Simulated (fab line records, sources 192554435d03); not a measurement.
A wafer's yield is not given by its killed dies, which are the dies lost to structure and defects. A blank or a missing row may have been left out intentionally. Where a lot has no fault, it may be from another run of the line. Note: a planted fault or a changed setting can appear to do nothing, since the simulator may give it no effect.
fab line records    flow n5-finfet
[record] lots = 7  wafers = 39
route steps=1938 shown BEOL_M12@1602 MIM_BOT@1833 PASSIVATION@1930
start-h: hours from the record's opening day to when the first of the lot's shown wafers began    wait-h: hours from the lot's prior step to this one    " same as the row above    L1.1+2: a row that stands for several wafers    - either no value or no given start    * or withheld: withheld    < > ~ a bound
route shown NAME@n: a module of which the file shows steps, and the number in the route of the first    usual: average and standard deviation across the fault-free wafers    same: alike in all rows    chamber/n: place in a boat    sites: the reading at each site    _std_site: standard deviation across them    _edge_site: the outer-site mean with the inner-site mean subtracted    radius-mm: how far each site lies from the wafer's centre    mask NAME#n: copy n    behind: tool/chamber where the wafer was last shaped    hold: cause of the lot's hold/its duration in hours/its outcome    device: names the non-switching transistor (n, p or np)    end of line: tests of these same wafers at the route's end    for a step that has no rows: nothing shown but its recipe    killed: dies lost to structure and defects at the first sort, not the wafer's yield    map: shows each die of a wafer: x if killed, . if not, _ if none is there
set.NAME: the run value of the setting; set.NAME@STEP: its run value at that earlier step    model.NAME: the simulator's own value behind a step, which no gauge read
lots run with intentionally changed settings; tables by step, rows by wafer
[[steps]]
[step N5_BEOL_M12_ILD_DEP_00]
[recipe] material = SiOC  target-thk-a = 6589.2  temp-c = 350  precursor = DEMS/O2  pressure-torr = 5  rf-w = 500  time-s = 130.7
lot.wafer  tool      chamber  start-h  wait-h  set.time-s  model.SiOC_of_BEOL_M12_ILD_DEP_00.thk-nm
L078.1     pecvd-04  2        260.66   0.0     130.7       654.8
L078.2     "         1        "        "       56.65       285.8
L078.3     "         1        "        "       56.65       300.6
L078.4     "         2        "        "       130.7       677.4
L078.5     "         1        "        "       130.7       667.8
L078.6     "         2        "        "       56.65       299
L079.1     pecvd-04  2        267.23   0.0     130.7       657.2
L079.2     "         0        "        "       130.7       657.6
L079.3     "         1        "        "       130.7       659.8
L079.4     "         1        "        "       130.7       674.6
L079.5     "         2        "        "       130.7       672
L079.6     "         0        "        "       130.7       660.4
L081.1     pecvd-04  0        274.76   0.0     130.7       658.2
L081.2     "         2        "        "       130.7       665.2
L081.3     "         1        "        "       130.7       658.6
L081.4     "         0        "        "       130.7       669.4
L081.5     "         2        "        "       130.7       678.6
L081.6     "         1        "        "       130.7       673.2
L082.1     pecvd-04  1        276.51   0.0     207.3       1038
L082.2     "         0        "        "       207.3       1022
L082.3     "         2        "        "       130.7       654.6
L082.4     "         0        "        "       130.7       663.6
L082.5     "         2        "        "       130.7       670.6
L082.6     "         1        "        "       207.3       1046
L085.1     pecvd-04  1        310.57   0.0     130.7       652.4
L085.2     "         0        "        "       130.7       647
L085.3     "         2        "        "       130.7       642.6
L085.4     "         1        "        "       130.7       665.2
L085.5     "         2        "        "       130.7       666.4
L085.6     "         0        "        "       130.7       656.2
L084.1     pecvd-01  0        311.03   0.0     130.7       663.6
L084.2     "         1        "        "       176.5       880.8
L084.3     "         0        "        "       130.7       671.8
L084.4     "         1        "        "       176.5       892.4
L084.5     "         0        "        "       176.5       904.8
L084.6     "         1        "        "       130.7       665
L093.3     pecvd-01  0        355.89   0.0     130.7       654.4
L093.4     "         2        "        "       130.7       666.8
L093.5     "         1        "        "       130.7       658
[step N5_BEOL_M12_THK_MEAS_01]
[recipe] reads = SiOC_of_BEOL_M12_ILD_DEP_00
[usual] M12_ILD_THK = 661/8.5
lot.wafer  tool           chamber  start-h  wait-h  set.time-s@BEOL_M12_ILD_DEP_00  M12_ILD_THK[nm]
L078.1     film-metro-01  -        260.85   0.1     130.7                           655
L078.2     "              -        "        "       56.65                           286
L078.3     "              -        "        "       56.65                           301
L078.4     "              -        "        "       130.7                           677
L078.5     "              -        "        "       130.7                           668
L078.6     "              -        "        "       56.65                           299
L079.1     film-metro-02  -        267.36   0.1     130.7                           658
L079.2     "              -        "        "       130.7                           658
L079.3     "              -        "        "       130.7                           660
L079.4     "              -        "        "       130.7                           675
L079.5     "              -        "        "       130.7                           672
L079.6     "              -        "        "       130.7                           661
L081.1     film-metro-01  -        274.89   0.1     130.7                           658
L081.2     "              -        "        "       130.7                           665
L081.3     "              -        "        "       130.7                           658
L081.4     "              -        "        "       130.7                           669
L081.5     "              -        "        "       130.7                           679
L081.6     "              -        "        "       130.7                           673
L082.1     film-metro-01  -        276.64   0.1     207.3                           1038
L082.2     "              -        "        "       207.3                           1022
L082.3     "              -        "        "       130.7                           654
L082.4     "              -        "        "       130.7                           663
L082.5     "              -        "        "       130.7                           670
L082.6     "              -        "        "       207.3                           1045
L085.1     film-metro-01  -        310.70   0.1     130.7                           653
L085.2     "              -        "        "       130.7                           647
L085.3     "              -        "        "       130.7                           642
L085.4     "              -        "        "       130.7                           665
L085.5     "              -        "        "       130.7                           666
L085.6     "              -        "        "       130.7                           657
L084.1     film-metro-01  -        311.21   0.1     130.7                           664
L084.2     "              -        "        "       176.5                           881
L084.3     "              -        "        "       130.7                           673
L084.4     "              -        "        "       176.5                           892
L084.5     "              -        "        "       176.5                           904
L084.6     "              -        "        "       130.7                           665
L093.3     film-metro-02  -        356.02   0.1     130.7                           654
L093.4     "              -        "        "       130.7                           667
L093.5     "              -        "        "       130.7                           658
[step N5_BEOL_M12_COAT_58]
[recipe] resist = BARC  temp-c = 205  time-s = 60  spin-rpm = 1500  resist-thk-nm = 89
[step N5_BEOL_M12_COAT_04]
[recipe] spin-rpm = 1625  resist-thk-nm = 400
[step N5_BEOL_M12_DESCUM_15]
[recipe] chemistry = O2  time-s = 7.9  source-power-w = 50  bias-power-w = 20  pressure-mtorr = 20  rf-frequency-hz = 2.712e+07  temp-c = 40  o2-flow-sccm = 225
[step N5_BEOL_M12_ETCH_59]
[recipe] chemistry = N2/H2  target = BARC  target-depth-a = 890  overetch-a = 267  time-s = 67.9  ion-energy-ev = 200  pressure-mtorr = 30  source-w = 840  bias-w = 150  n2-flow-sccm = 200  h2-flow-sccm = 200
[step N5_BEOL_M12_VIA_ETCH_16]
[recipe] chemistry = C4F8/O2/Ar  target = SiOC  pressure-mtorr = 30  source-w = 3000  bias-w = 700  Ar_flow_sccm = 400  C4F8_flow_sccm = 15  O2_flow_sccm = 8  he-inner-torr = 15  he-outer-torr = 30  target-depth-a = 7248  time-s = withheld  ion-energy-ev = 250  ends = cleared
lot.wafer  tool         chamber  start-h  wait-h  set.time-s@BEOL_M12_ILD_DEP_00  model.etch.depth-nm  model.coat_of_BEOL_M12_COAT_04.thk-nm
L078.1     rie-diel-01  0        261.43   0.0     *                               654.8                124.6
L078.2     "            3        "        "       *                               285.7                230
L078.3     "            2        "        "       *                               300.7                227.2
L078.4     "            1        "        "       *                               677.4                115.6
L078.5     "            1        "        "       *                               667.7                117.2
L078.6     "            2        "        "       *                               299.1                226.2
L079.1     rie-diel-06  1        268.15   0.0     *                               657.3                125.4
L079.2     "            2        "        "       *                               657.6                125
L079.3     "            3        "        "       *                               659.9                125.4
L079.4     "            0        "        "       *                               674.6                120.6
L079.5     "            2        "        "       *                               671.9                121.8
L079.6     "            1        "        "       *                               660.4                124.6
L081.1     rie-diel-05  0        275.37   0.0     *                               658.1                123.4
L081.2     "            3        "        "       *                               665.2                123
L081.3     "            1        "        "       *                               658.6                126.4
L081.4     "            1        "        "       *                               669.3                123
L081.5     "            3        "        "       *                               678.7                119.8
L081.6     "            0        "        "       *                               673.1                119
L082.1     rie-diel-05  1        277.25   0.0     *                               1038                 13.4
L082.2     "            0        "        "       *                               1022                 15.2
L082.3     "            3        "        "       *                               654.6                126.6
L082.4     "            3        "        "       *                               663.5                122.8
L082.5     "            0        "        "       *                               670.6                120.4
L082.6     "            1        "        "       *                               1046                 10.8
L085.1     rie-diel-01  1        311.18   0.0     *                               652.5                125.2
L085.2     "            2        "        "       *                               647                  126.6
L085.3     "            0        "        "       *                               642.6                131.2
L085.4     "            1        "        "       *                               665.1                121.6
L085.5     "            2        "        "       *                               666.4                120.6
L085.6     "            0        "        "       *                               656.2                126.8
L084.1     rie-diel-06  3        311.81   0.0     *                               663.5                124
L084.2     "            0        "        "       *                               880.7                58.8
L084.3     "            2        "        "       *                               671.9                122.2
L084.4     "            1        "        "       *                               892.4                56.2
L084.5     "            0        "        "       *                               904.7                50.8
L084.6     "            1        "        "       *                               665                  122.8
L093.3     rie-diel-05  1        356.88   0.0     *                               654.3                126.2
L093.4     "            2        "        "       *                               666.9                118.2
L093.5     "            1        "        "       *                               657.9                124.4
[step N5_BEOL_M12_STRIP_63]
[recipe] chemistry = N2/H2  power-w = 1000  temp-c = 250  h2-frac = 0.65  overash-fraction = 0.3  pressure-mtorr = 1000  n2-flow-sccm = 1750  h2-flow-sccm = 3250
[usual] oes-product-au = 0.693/0.0044  strip-time-to-endpoint-s = 42.5/0.87
lot.wafer  tool             chamber  start-h  wait-h  set.time-s@BEOL_M12_ILD_DEP_00  oes-product-au  strip-time-to-endpoint-s
L078.1     plasma-asher-01  1        261.63   -       130.7                           0.694           42.9
L078.2     "                0        "        "       56.65                           0.841           70.3
L078.3     "                0        "        "       56.65                           0.849           69.5
L078.4     "                1        "        "       130.7                           0.690           40.5
L078.5     "                1        "        "       130.7                           0.691           41.0
L078.6     "                0        "        "       56.65                           0.849           69.3
L079.1     plasma-asher-02  1        268.34   -       130.7                           0.697           43.2
L079.2     "                0        "        "       130.7                           0.695           43.0
L079.3     "                1        "        "       130.7                           0.697           43.1
L079.4     "                0        "        "       130.7                           0.698           41.8
L079.5     "                1        "        "       130.7                           0.692           42.1
L079.6     "                0        "        "       130.7                           0.689           42.9
L081.1     plasma-asher-02  0        275.57   -       130.7                           0.685           42.6
L081.2     "                1        "        "       130.7                           0.690           42.5
L081.3     "                1        "        "       130.7                           0.691           43.4
L081.4     "                0        "        "       130.7                           0.695           42.5
L081.5     "                1        "        "       130.7                           0.695           41.6
L081.6     "                0        "        "       130.7                           0.699           41.4
L082.1     plasma-asher-01  0        277.45   -       207.3                           0.465           8.9
L082.2     "                1        "        "       207.3                           0.498           9.7
L082.3     "                0        "        "       130.7                           0.694           43.4
L082.4     "                1        "        "       130.7                           0.690           42.4
L082.5     "                1        "        "       130.7                           0.686           41.8
L082.6     "                0        "        "       207.3                           0.426           7.9
L085.1     plasma-asher-02  1        311.38   -       130.7                           0.687           43.1
L085.2     "                0        "        "       130.7                           0.690           43.5
L085.3     "                0        "        "       130.7                           0.701           44.7
L085.4     "                1        "        "       130.7                           0.693           42.1
L085.5     "                0        "        "       130.7                           0.690           41.8
L085.6     "                1        "        "       130.7                           0.693           43.5
L084.1     plasma-asher-02  0        312.01   -       130.7                           0.690           42.8
L084.2     "                1        "        "       176.5                           0.673           24.3
L084.3     "                1        "        "       130.7                           0.697           42.3
L084.4     "                0        "        "       176.5                           0.664           23.5
L084.5     "                0        "        "       176.5                           0.666           21.8
L084.6     "                1        "        "       130.7                           0.690           42.4
L093.3     plasma-asher-02  0        357.10   -       130.7                           0.690           43.3
L093.4     "                1        "        "       130.7                           0.694           41.2
L093.5     "                1        "        "       130.7                           0.698           42.9
[step N5_BEOL_M12_ETCH_68]
[recipe] chemistry = N2/H2  target = SOC  mask-material = SiARC  source-w = 3000  bias-w = 350  temp-c = 40  time-s = 285  ion-energy-ev = 200  pressure-mtorr = 30  n2-flow-sccm = 200  h2-flow-sccm = 200
lot.wafer  tool         chamber  start-h  wait-h  set.target-depth-a  model.SiARC_of_BEOL_M12_COAT_66.thk-nm
L078.1     rie-diel-06  3        262.43   0.1     2483                99.4
L078.2+5   "            1,3      "        "       2483                99.2
L078.3     "            0        "        "       5700                85.2
L078.4     "            0        "        "       5700                85.6
L078.6     "            1        "        "       5700                85.4
L079.1     rie-diel-06  2        269.28   0.1     5700                85.6
L079.2     "            0        "        "       3287                95.8
L079.3     "            1        "        "       3287                96
L079.4     "            3        "        "       5700                85.8
L079.5     "            3        "        "       5700                86
L079.6     "            2        "        "       3287                96.2
L081.1     rie-diel-06  0        276.50   0.1     5700                86
L081.2     "            1        "        "       7179                80.2
L081.3+5   "            3        "        "       7179                80
L081.4+6   "            2,0      "        "       5700                86.2
L082.1     rie-diel-06  1        278.25   0.1     7230                79.4
L082.2     "            0        "        "       5700                85.4
L082.3     "            2        "        "       7230                79.8
L082.4     "            3        "        "       7230                79.2
L082.5     "            1        "        "       5700                86.2
L082.6     "            0        "        "       5700                85.8
L085.1     rie-diel-06  1        312.61   0.1     5700                86.4
L085.2+6   "            3,2      "        "       8715                74
L085.3+4   "            2,0      "        "       5700                86.2
L085.5     "            1        "        "       8715                73.2
L084.1     rie-diel-06  3        313.62   0.1     5700                85.6
L084.2+3   "            1,0      "        "       3255                95.8
L084.4     "            2        "        "       5700                85.4
L084.5     "            1        "        "       5700                85.8
L084.6     "            0        "        "       3255                96.2
L093.3     rie-diel-05  0        357.88   0.1     5700                85.2
L093.4     "            1        "        "       5700                85.6
L093.5     "            2        "        "       5700                84.8
[step N5_MIM_BOT_SPUTTER_00]
[recipe] material = TiN  target-thk-a = 350  temp-c = 200  power-w = 3000  chamber-pressure-pa = 0.49996  gas = Ar  reactive-partial-pa = 0.37997  time-s = 89.7
lot.wafer   tool            chamber  start-h  wait-h  set.target-thk-a  model.TiN_of_MIM_BOT_SPUTTER_00.thk-nm
L078.1      pvd-sputter-01  -        285.22   0.0     477.6             47.2
L078.2+4    "               -        "        "       350               34
L078.3      "               -        "        "       350               34.4
L078.5      "               -        "        "       477.6             46.6
L078.6      "               -        "        "       477.6             46.8
L079.1+6    pvd-sputter-03  -        299.39   0.0     350               34.2
L079.2      "               -        "        "       350               35.2
L079.3+4    "               -        "        "       350               35.4
L079.5      "               -        "        "       350               35.6
L081.1      pvd-sputter-02  -        305.25   0.0     350               35.6
L081.2      "               -        "        "       350               35
L081.3      "               -        "        "       200.7             19.6
L081.4+5    "               -        "        "       200.7             19.8
L081.6      "               -        "        "       350               34.6
L082.1      pvd-sputter-02  -        305.37   0.0     350               34.8
L082.2+3+6  "               -        "        "       350               34.4
L082.4      "               -        "        "       350               35
L082.5      "               -        "        "       350               34.6
L085.1      pvd-sputter-03  -        338.01   0.0     532.6             52.8
L085.2      "               -        "        "       350               35
L085.3      "               -        "        "       350               34.6
L085.4      "               -        "        "       532.6             53.2
L085.5      "               -        "        "       532.6             53.4
L085.6      "               -        "        "       350               34.4
L084.1      pvd-sputter-01  -        340.97   0.0     350               34.6
L084.2+4    "               -        "        "       350               35
L084.3      "               -        "        "       516.6             52
L084.5      "               -        "        "       516.6             51.6
L084.6      "               -        "        "       516.6             52.2
L093.3+4    pvd-sputter-01  -        384.06   0.0     350               34.2
L093.5      "               -        "        "       350               34.6
[step N5_PASSIVATION_ETCH_54]
[recipe] chemistry = CHF3/O2  target = SiO2  target-depth-a = 8800  CHF3_flow_sccm = 50  O2_flow_sccm = 5  Ar_flow_sccm = 200  time-s = 440  mask-material = PR  pressure-mtorr = 30  source-w = 650  bias-w = 170  ion-energy-ev = 200
lot.wafer  tool         chamber  start-h  wait-h  set.target-depth-a  model.etch.depth-nm  model.PASSIVATION.feature-depth-nm
L078.1+5   rie-diel-01  2        295.43   0.1     8800                865                  865
L078.2     "            1        "        "       8800                880.6                880.6
L078.3     "            0        "        "       8800                858.6                858.6
L078.4     "            3        "        "       8800                873.7                873.6
L078.6     "            1        "        "       8800                883                  883
L079.1     rie-diel-06  1        309.11   0.1     6104                603.5                603.4
L079.2     "            0        "        "       6104                613.1                613.2
L079.3     "            3        "        "       8800                868                  868
L079.4     "            2        "        "       8800                870.9                871
L079.5     "            3        "        "       8800                861.9                861.8
L079.6     "            2        "        "       6104                604.4                604.4
L081.1     rie-diel-05  3        312.71   0.1     8800                872.1                872
L081.2     "            2        "        "       8800                917.7                917.6
L081.3     "            1        "        "       8800                872.9                872.8
L081.4     "            0        "        "       8800                888.1                888.2
L081.5     "            0        "        "       8800                894.4                894.4
L081.6     "            3        "        "       8800                873.6                873.6
L082.1     rie-diel-06  2        316.55   0.1     5184                518.8                518.8
L082.2     "            3        "        "       5184                515.3                515.4
L082.3     "            0        "        "       8800                896.8                896.8
L082.4     "            1        "        "       8800                880.8                880.8
L082.5     "            0        "        "       5184                527.5                527.6
L082.6     "            1        "        "       8800                886.7                886.6
L085.1     rie-diel-01  0        355.06   0.1     6676                654.7                654.6
L085.2     "            3        "        "       6676                667.6                667.6
L085.3     "            1        "        "       6676                663.7                663.8
L085.4     "            1        "        "       8800                867.9                868
L085.5     "            3        "        "       8800                884.9                884.8
L085.6     "            0        "        "       8800                859.8                859.8
L084.1     rie-diel-01  0        361.52   0.1     11570               1138                 1138
L084.2     "            3        "        "       8800                878.5                878.4
L084.3     "            3        "        "       11570               1164                 1164
L084.4     "            0        "        "       11570               1146                 1146
L084.5     "            3        "        "       8800                879.7                879.8
L084.6     "            0        "        "       8800                874.2                874.2
L093.3     rie-diel-06  1        392.20   0.1     8800                865.6                865.6
L093.4     "            2        "        "       8800                871.2                871.2
L093.5     "            2        "        "       8800                869.4                869.4
[[key]]
[split] step = N5_BEOL_M12_ILD_DEP_00  setting = time-s  stated = 130.7  by = wafer
[response] step = N5_BEOL_M12_ILD_DEP_00  reading = model.SiOC_of_BEOL_M12_ILD_DEP_00.thk-nm  change = +6.45  per = 1%  r = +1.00
[response] step = N5_BEOL_M12_THK_MEAS_01  reading = M12_ILD_THK  change = +6.45  per = 1%  r = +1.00
[response] step = N5_BEOL_M12_VIA_ETCH_16  reading = model.etch.depth-nm  change = +6.45  per = 1%  r = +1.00
[response] step = N5_BEOL_M12_VIA_ETCH_16  reading = model.coat_of_BEOL_M12_COAT_04.thk-nm  change = -1.9  per = 1%  r = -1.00
[response] step = N5_BEOL_M12_STRIP_63  reading = oes-product-au  change = -0.00291  per = 1%  r = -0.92
[response] step = N5_BEOL_M12_STRIP_63  reading = strip-time-to-endpoint-s  change = *  per = 1%  r = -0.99
[split] step = N5_BEOL_M12_ETCH_68  setting = target-depth-a  stated = 5700  by = wafer
[response] step = N5_BEOL_M12_ETCH_68  reading = model.SiARC_of_BEOL_M12_COAT_66.thk-nm  change = -0.241  per = 1%  r = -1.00
[split] step = N5_MIM_BOT_SPUTTER_00  setting = target-thk-a  stated = 350  by = wafer
[response] step = N5_MIM_BOT_SPUTTER_00  reading = model.TiN_of_MIM_BOT_SPUTTER_00.thk-nm  change = +0.356  per = 1%  r = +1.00
[split] step = N5_PASSIVATION_ETCH_54  setting = target-depth-a  stated = 8800  by = wafer
[response] step = N5_PASSIVATION_ETCH_54  reading = model.etch.depth-nm  change = +8.73  per = 1%  r = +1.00
[response] step = N5_PASSIVATION_ETCH_54  reading = model.PASSIVATION.feature-depth-nm  change = +8.73  per = 1%  r = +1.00
